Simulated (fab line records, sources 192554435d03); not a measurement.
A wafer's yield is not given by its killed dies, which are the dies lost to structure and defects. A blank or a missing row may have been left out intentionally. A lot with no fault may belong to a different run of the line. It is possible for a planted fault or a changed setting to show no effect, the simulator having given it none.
The tool behind it: which one? / flow n5Finfet / 10 lots with 29 wafers sampled at 5 steps, on a route of 1938 steps

== WHAT THE GAUGES READ, wafer by wafer ==
N5_BEOL_M4_RC_MEAS_101.
lot=L108; measured=day 7 23:18; on=prober-02; DIBL_N (mV/V)=40.3 37.1 43.8; DIBL_P (mV/V)=40.9 35.4 44.8; IOFF_N (nA/um)=0.23 0.15 0.36; IOFF_P (nA/um)=0.31 0.21 0.42; ION_N (uA/um)=680 676 712; ION_P (uA/um)=471 464 478; SS_N (mV/dec)=72.2 71.3 73.7; SS_P (mV/dec)=74.8 73.7 76.2; VT_N (mV)=243 251 240; VT_P (mV)=-246 -251 -243
lot=L113; measured=day 9 09:13; on=prober-01; DIBL_N (mV/V)=36.5 34.8 40.1; DIBL_P (mV/V)=38.2 36.0 43.2; IOFF_N (nA/um)=0.19 0.14 0.28; IOFF_P (nA/um)=0.25 0.21 0.37; ION_N (uA/um)=691 653 701; ION_P (uA/um)=469 455 483; SS_N (mV/dec)=72.1 71.9 72.7; SS_P (mV/dec)=73.1 71.4 74.5; VT_N (mV)=246 251 242; VT_P (mV)=-247 -248 -242
lot=L117; measured=day 10 06:52; on=prober-02; DIBL_N (mV/V)=35.7 41.2; DIBL_P (mV/V)=35.0 42.4; IOFF_N (nA/um)=0.15 0.27; IOFF_P (nA/um)=0.23 0.37; ION_N (uA/um)=677 700; ION_P (uA/um)=468 473; SS_N (mV/dec)=71.5 73.1; SS_P (mV/dec)=73.0 74.4; VT_N (mV)=250 244; VT_P (mV)=-246 -243
lot=L119; measured=day 10 19:25; on=prober-01; DIBL_N (mV/V)=37.4 39.7 37.1; DIBL_P (mV/V)=35.9 38.7 36.5; IOFF_N (nA/um)=0.17 0.21 0.15; IOFF_P (nA/um)=0.19 0.24 0.20; ION_N (uA/um)=670 677 650; ION_P (uA/um)=458 461 450; SS_N (mV/dec)=71.4 72.4 71.0; SS_P (mV/dec)=73.9 73.9 72.9; VT_N (mV)=247 246 252; VT_P (mV)=-251 -251 -251
lot=L120; measured=day 11 08:12; on=prober-02; DIBL_N (mV/V)=32.2 39.6 37.6; DIBL_P (mV/V)=32.4 41.7 38.2; IOFF_N (nA/um)=0.11 0.26 0.19; IOFF_P (nA/um)=0.18 0.34 0.26; ION_N (uA/um)=655 701 678; ION_P (uA/um)=460 478 465; SS_N (mV/dec)=70.1 71.5 72.0; SS_P (mV/dec)=72.2 75.0 73.4; VT_N (mV)=256 240 247; VT_P (mV)=-253 -244 -245
lot=L121; measured=day 11 10:53; on=prober-02; DIBL_N (mV/V)=36.1 33.9 37.1; DIBL_P (mV/V)=38.2 34.1 38.5; IOFF_N (nA/um)=0.19 0.14 0.23; IOFF_P (nA/um)=0.28 0.21 0.30; ION_N (uA/um)=668 673 694; ION_P (uA/um)=459 458 469; SS_N (mV/dec)=71.0 70.5 71.8; SS_P (mV/dec)=74.4 72.7 74.5; VT_N (mV)=243 251 241; VT_P (mV)=-245 -250 -245
lot=L122; measured=day 12 16:50; on=prober-01; DIBL_N (mV/V)=34.0 40.2 38.4; DIBL_P (mV/V)=32.0 40.6 38.3; IOFF_N (nA/um)=0.10 0.21 0.18; IOFF_P (nA/um)=0.16 0.31 0.26; ION_N (uA/um)=656 663 656; ION_P (uA/um)=456 458 453; SS_N (mV/dec)=70.8 73.1 73.0; SS_P (mV/dec)=72.3 74.7 74.2; VT_N (mV)=256 250 247; VT_P (mV)=-253 -247 -249
lot=L124; measured=day 12 21:28; on=prober-01; DIBL_N (mV/V)=39.3 41.2 36.0; DIBL_P (mV/V)=41.4 44.0 36.5; IOFF_N (nA/um)=0.23 0.28 0.16; IOFF_P (nA/um)=0.26 0.32 0.19; ION_N (uA/um)=687 704 681; ION_P (uA/um)=465 470 456; SS_N (mV/dec)=72.8 73.7 71.7; SS_P (mV/dec)=74.4 75.4 73.3; VT_N (mV)=246 241 248; VT_P (mV)=-248 -245 -253
lot=L129; measured=day 13 20:28; on=prober-01; DIBL_N (mV/V)=37.8 38.4 40.4; DIBL_P (mV/V)=36.6 36.6 38.7; IOFF_N (nA/um)=0.16 0.16 0.22; IOFF_P (nA/um)=0.20 0.21 0.24; ION_N (uA/um)=677 656 668; ION_P (uA/um)=459 444 451; SS_N (mV/dec)=71.3 71.8 72.2; SS_P (mV/dec)=73.3 72.9 73.2; VT_N (mV)=250 253 247; VT_P (mV)=-256 -252 -253
lot=L130; measured=day 14 07:43; on=prober-02; DIBL_N (mV/V)=37.7 40.0 35.8; DIBL_P (mV/V)=38.9 40.9 37.0; IOFF_N (nA/um)=0.19 0.24 0.15; IOFF_P (nA/um)=0.28 0.30 0.23; ION_N (uA/um)=670 696 677; ION_P (uA/um)=460 474 471; SS_N (mV/dec)=72.9 73.1 71.6; SS_P (mV/dec)=73.9 74.6 73.2; VT_N (mV)=249 244 250; VT_P (mV)=-247 -245 -248

== WHICH TOOL RAN EACH LOT (tool, then ch and the chambers of the sampled wafers, then the start) ==
lot=L108; N5_GATE_CUT_ETCH_37=rieDiel-02 ch 0,1, day 4 10:40; N5_GATE_CUT_VAPOR_ETCH_49=rieMetal-02 ch 0,1, day 4 11:12; N5_GATE_CUT_STRIP_21=plasmaAsher-01 ch 0,1, day 4 11:17; N5_GATE_CUT_CMP_43=cmp-01 ch 0,1,3, day 4 13:28
lot=L113; N5_GATE_CUT_ETCH_37=rieDiel-06 ch 1,2,3, day 5 20:01; N5_GATE_CUT_VAPOR_ETCH_49=rieMetal-02 ch 0,1, day 5 20:33; N5_GATE_CUT_STRIP_21=plasmaAsher-02 ch 0,1, day 5 20:38; N5_GATE_CUT_CMP_43=cmp-01 ch 0,1,2, day 5 22:37
lot=L117; N5_GATE_CUT_ETCH_37=rieDiel-06 ch 0,1, day 6 16:14; N5_GATE_CUT_VAPOR_ETCH_49=rieMetal-02 ch 0,1, day 6 16:45; N5_GATE_CUT_STRIP_21=plasmaAsher-02 ch 0,1, day 6 16:51; N5_GATE_CUT_CMP_43=cmp-02 ch 1,2, day 6 19:06
lot=L119; N5_GATE_CUT_ETCH_37=rieDiel-04 ch 0,1, day 7 07:26; N5_GATE_CUT_VAPOR_ETCH_49=rieMetal-02 ch 0,1, day 7 07:58; N5_GATE_CUT_STRIP_21=plasmaAsher-02 ch 1, day 7 08:03; N5_GATE_CUT_CMP_43=cmp-01 ch 0,2, day 7 10:13
lot=L120; N5_GATE_CUT_ETCH_37=rieDiel-04 ch 0,1,3, day 7 14:22; N5_GATE_CUT_VAPOR_ETCH_49=rieMetal-02 ch 0,1, day 7 14:53; N5_GATE_CUT_STRIP_21=plasmaAsher-02 ch 0,1, day 7 14:58; N5_GATE_CUT_CMP_43=cmp-02 ch 0,3, day 7 17:04
lot=L121; N5_GATE_CUT_ETCH_37=rieDiel-02 ch 0,1, day 7 22:34; N5_GATE_CUT_VAPOR_ETCH_49=rieMetal-01 ch 0,1, day 7 23:06; N5_GATE_CUT_STRIP_21=plasmaAsher-02 ch 0,1, day 7 23:11; N5_GATE_CUT_CMP_43=cmp-01 ch 1,2, day 8 01:13
lot=L122; N5_GATE_CUT_ETCH_37=rieDiel-04 ch 0,1,2, day 8 01:06; N5_GATE_CUT_VAPOR_ETCH_49=rieMetal-01 ch 0,1, day 8 01:37; N5_GATE_CUT_STRIP_21=plasmaAsher-01 ch 0,1, day 8 01:42; N5_GATE_CUT_CMP_43=cmp-03 ch 0,1,3, day 8 03:40
lot=L124; N5_GATE_CUT_ETCH_37=rieDiel-04 ch 2,3, day 8 12:30; N5_GATE_CUT_VAPOR_ETCH_49=rieMetal-02 ch 0,1, day 8 13:02; N5_GATE_CUT_STRIP_21=plasmaAsher-01 ch 0,1, day 8 13:07; N5_GATE_CUT_CMP_43=cmp-03 ch 0,1, day 8 15:04
lot=L129; N5_GATE_CUT_ETCH_37=rieDiel-04 ch 0,3, day 9 21:23; N5_GATE_CUT_VAPOR_ETCH_49=rieMetal-02 ch 0, day 9 22:07; N5_GATE_CUT_STRIP_21=plasmaAsher-01 ch 0,1, day 9 22:16; N5_GATE_CUT_CMP_43=cmp-01 ch 0,1,3, day 10 00:38
lot=L130; N5_GATE_CUT_ETCH_37=rieDiel-02 ch 0,1,2, day 10 01:09; N5_GATE_CUT_VAPOR_ETCH_49=rieMetal-01 ch 0,1, day 10 01:40; N5_GATE_CUT_STRIP_21=plasmaAsher-01 ch 0,1, day 10 01:45; N5_GATE_CUT_CMP_43=cmp-03 ch 1,2,3, day 10 03:59
- N5_GATE_CUT_ETCH_37: etches SOC in N2/H2, target depth 60 nm, overetch 12 nm, time 90 s.
- N5_GATE_CUT_VAPOR_ETCH_49: etches TiAlC in BCl3/Cl2.
- N5_GATE_CUT_STRIP_21: strips in N2/H2, time 30 s.
- N5_GATE_CUT_CMP_43: polishes SiO2.

== AS READ BY THE TOOLS THEMSELVES (means over the sampled wafers that have a number; for cases with no such wafer, the mark the record gives instead) ==
N5_GATE_CUT_ETCH_37.
lot=L108; tool=rieDiel-02; biasW (W)=150.2; chamberPressureMTorr (mTorr)=30.002; drypumpMotorCurrentA (A)=5.5; oesProductAu (a.u.)=0.64; rfVppV (V)=526.7; showerheadPlenumPTorr (Torr)=2.61; throttleValvePct (%)=17.61
lot=L113; tool=rieDiel-06; biasW (W)=149.7; chamberPressureMTorr (mTorr)=29.987; drypumpMotorCurrentA (A)=5.6; oesProductAu (a.u.)=0.75; rfVppV (V)=521.7; showerheadPlenumPTorr (Torr)=2.50; throttleValvePct (%)=17.63
lot=L117; tool=rieDiel-06; biasW (W)=150.1; chamberPressureMTorr (mTorr)=29.984; drypumpMotorCurrentA (A)=5.7; oesProductAu (a.u.)=0.71; rfVppV (V)=525.5; showerheadPlenumPTorr (Torr)=2.61; throttleValvePct (%)=17.62
lot=L119; tool=rieDiel-04; biasW (W)=149.6; chamberPressureMTorr (mTorr)=30.011; drypumpMotorCurrentA (A)=5.7; oesProductAu (a.u.)=0.67; rfVppV (V)=527.5; showerheadPlenumPTorr (Torr)=2.66; throttleValvePct (%)=17.79
lot=L120; tool=rieDiel-04; biasW (W)=150.1; chamberPressureMTorr (mTorr)=29.991; drypumpMotorCurrentA (A)=5.8; oesProductAu (a.u.)=0.65; rfVppV (V)=524.3; showerheadPlenumPTorr (Torr)=2.57; throttleValvePct (%)=17.78
lot=L121; tool=rieDiel-02; biasW (W)=149.9; chamberPressureMTorr (mTorr)=29.994; drypumpMotorCurrentA (A)=6.0; oesProductAu (a.u.)=0.78; rfVppV (V)=525.2; showerheadPlenumPTorr (Torr)=2.60; throttleValvePct (%)=17.37
lot=L122; tool=rieDiel-04; biasW (W)=149.8; chamberPressureMTorr (mTorr)=29.994; drypumpMotorCurrentA (A)=5.5; oesProductAu (a.u.)=0.66; rfVppV (V)=526.8; showerheadPlenumPTorr (Torr)=2.64; throttleValvePct (%)=17.76
lot=L124; tool=rieDiel-04; biasW (W)=149.9; chamberPressureMTorr (mTorr)=29.995; drypumpMotorCurrentA (A)=5.2; oesProductAu (a.u.)=0.65; rfVppV (V)=524.2; showerheadPlenumPTorr (Torr)=2.55; throttleValvePct (%)=17.73
lot=L129; tool=rieDiel-04; biasW (W)=149.9; chamberPressureMTorr (mTorr)=30.002; drypumpMotorCurrentA (A)=5.5; oesProductAu (a.u.)=0.65; rfVppV (V)=524.5; showerheadPlenumPTorr (Torr)=2.57; throttleValvePct (%)=17.85
lot=L130; tool=rieDiel-02; biasW (W)=149.7; chamberPressureMTorr (mTorr)=29.996; drypumpMotorCurrentA (A)=6.0; oesProductAu (a.u.)=0.70; rfVppV (V)=523.8; showerheadPlenumPTorr (Torr)=2.54; throttleValvePct (%)=17.61

N5_GATE_CUT_VAPOR_ETCH_49.
lot=L108; tool=rieMetal-02; drypumpMotorCurrentA (A)=5.3; heBacksideLeakSccm (sccm)=3.27; oesProductAu (a.u.)=0.62
lot=L113; tool=rieMetal-02; drypumpMotorCurrentA (A)=5.3; heBacksideLeakSccm (sccm)=3.33; oesProductAu (a.u.)=0.62
lot=L117; tool=rieMetal-02; drypumpMotorCurrentA (A)=5.2; heBacksideLeakSccm (sccm)=3.27; oesProductAu (a.u.)=0.62
lot=L119; tool=rieMetal-02; drypumpMotorCurrentA (A)=-; heBacksideLeakSccm (sccm)=-; oesProductAu (a.u.)=-
lot=L120; tool=rieMetal-02; drypumpMotorCurrentA (A)=-; heBacksideLeakSccm (sccm)=-; oesProductAu (a.u.)=-
lot=L121; tool=rieMetal-01; drypumpMotorCurrentA (A)=-; heBacksideLeakSccm (sccm)=-; oesProductAu (a.u.)=-
lot=L122; tool=rieMetal-01; drypumpMotorCurrentA (A)=5.5; heBacksideLeakSccm (sccm)=3.34; oesProductAu (a.u.)=0.94
lot=L124; tool=rieMetal-02; drypumpMotorCurrentA (A)=5.1; heBacksideLeakSccm (sccm)=3.45; oesProductAu (a.u.)=0.61
lot=L129; tool=rieMetal-02; drypumpMotorCurrentA (A)=4.9; heBacksideLeakSccm (sccm)=3.26; oesProductAu (a.u.)=0.61
lot=L130; tool=rieMetal-01; drypumpMotorCurrentA (A)=5.6; heBacksideLeakSccm (sccm)=3.27; oesProductAu (a.u.)=0.90

N5_GATE_CUT_STRIP_21.
lot=L108; tool=plasmaAsher-01; drypumpMotorCurrentA (A)=5.99; heaterPowerW (W)=362
lot=L113; tool=plasmaAsher-02; drypumpMotorCurrentA (A)=5.85; heaterPowerW (W)=363
lot=L117; tool=plasmaAsher-02; drypumpMotorCurrentA (A)=5.79; heaterPowerW (W)=348
lot=L119; tool=plasmaAsher-02; drypumpMotorCurrentA (A)=5.96; heaterPowerW (W)=391
lot=L120; tool=plasmaAsher-02; drypumpMotorCurrentA (A)=5.71; heaterPowerW (W)=335
lot=L121; tool=plasmaAsher-02; drypumpMotorCurrentA (A)=5.85; heaterPowerW (W)=371
lot=L122; tool=plasmaAsher-01; drypumpMotorCurrentA (A)=5.97; heaterPowerW (W)=319
lot=L124; tool=plasmaAsher-01; drypumpMotorCurrentA (A)=5.97; heaterPowerW (W)=321
lot=L129; tool=plasmaAsher-01; drypumpMotorCurrentA (A)=5.98; heaterPowerW (W)=319
lot=L130; tool=plasmaAsher-01; drypumpMotorCurrentA (A)=5.97; heaterPowerW (W)=317

N5_GATE_CUT_CMP_43.
lot=L108; tool=cmp-01; motorCurrentA (A)=12.5; retainingRingPressureFrac=1.001
lot=L113; tool=cmp-01; motorCurrentA (A)=12.0; retainingRingPressureFrac=1.004
lot=L117; tool=cmp-02; motorCurrentA (A)=11.4; retainingRingPressureFrac=1.002
lot=L119; tool=cmp-01; motorCurrentA (A)=11.3; retainingRingPressureFrac=1.002
lot=L120; tool=cmp-02; motorCurrentA (A)=13.9; retainingRingPressureFrac=0.996
lot=L121; tool=cmp-01; motorCurrentA (A)=12.0; retainingRingPressureFrac=0.998
lot=L122; tool=cmp-03; motorCurrentA (A)=11.9; retainingRingPressureFrac=1.003
lot=L124; tool=cmp-03; motorCurrentA (A)=11.5; retainingRingPressureFrac=1.001
lot=L129; tool=cmp-01; motorCurrentA (A)=12.7; retainingRingPressureFrac=1.002
lot=L130; tool=cmp-03; motorCurrentA (A)=11.9; retainingRingPressureFrac=1.003

== THE ANSWER, worked out from the rows above alone ==
Rule: the usual values come from the lots themselves. The widest of any qualifying gaps counts: lots, ordered by their means at a reading, are off when they make up no more than a third of the lots, leave a main group of 4 or more, and stand apart from it by 3 or more times the standard deviation of that group's means. Not used: any main group whose means are identical at the precision the tables above print for the reading. A lot without any number at a reading at which 4 lots or more have one is off too. The other lots that the step has rows for count as sound. The gauges are gone through in route order, then the tools' own readings, and for those a lot's mean is taken as printed above. The first step at which some lot is off is used, and at that step the reading that is off furthest; a lot without a number counts as furthest.
Off, at N5_GATE_CUT_VAPOR_ETCH_49 on drypumpMotorCurrentA: L119, L120, L121. Without a number there: L119, L120, L121. Mean 5.3 A and standard deviation 0.22 in the main group.
If a tool, at that step or one of the process steps before it, ran each lot that is off and ran no sound lot following the first of them, it fits. Not one of the candidates tried fits.

== WHAT THE SIMULATOR HAD INSERTED ==
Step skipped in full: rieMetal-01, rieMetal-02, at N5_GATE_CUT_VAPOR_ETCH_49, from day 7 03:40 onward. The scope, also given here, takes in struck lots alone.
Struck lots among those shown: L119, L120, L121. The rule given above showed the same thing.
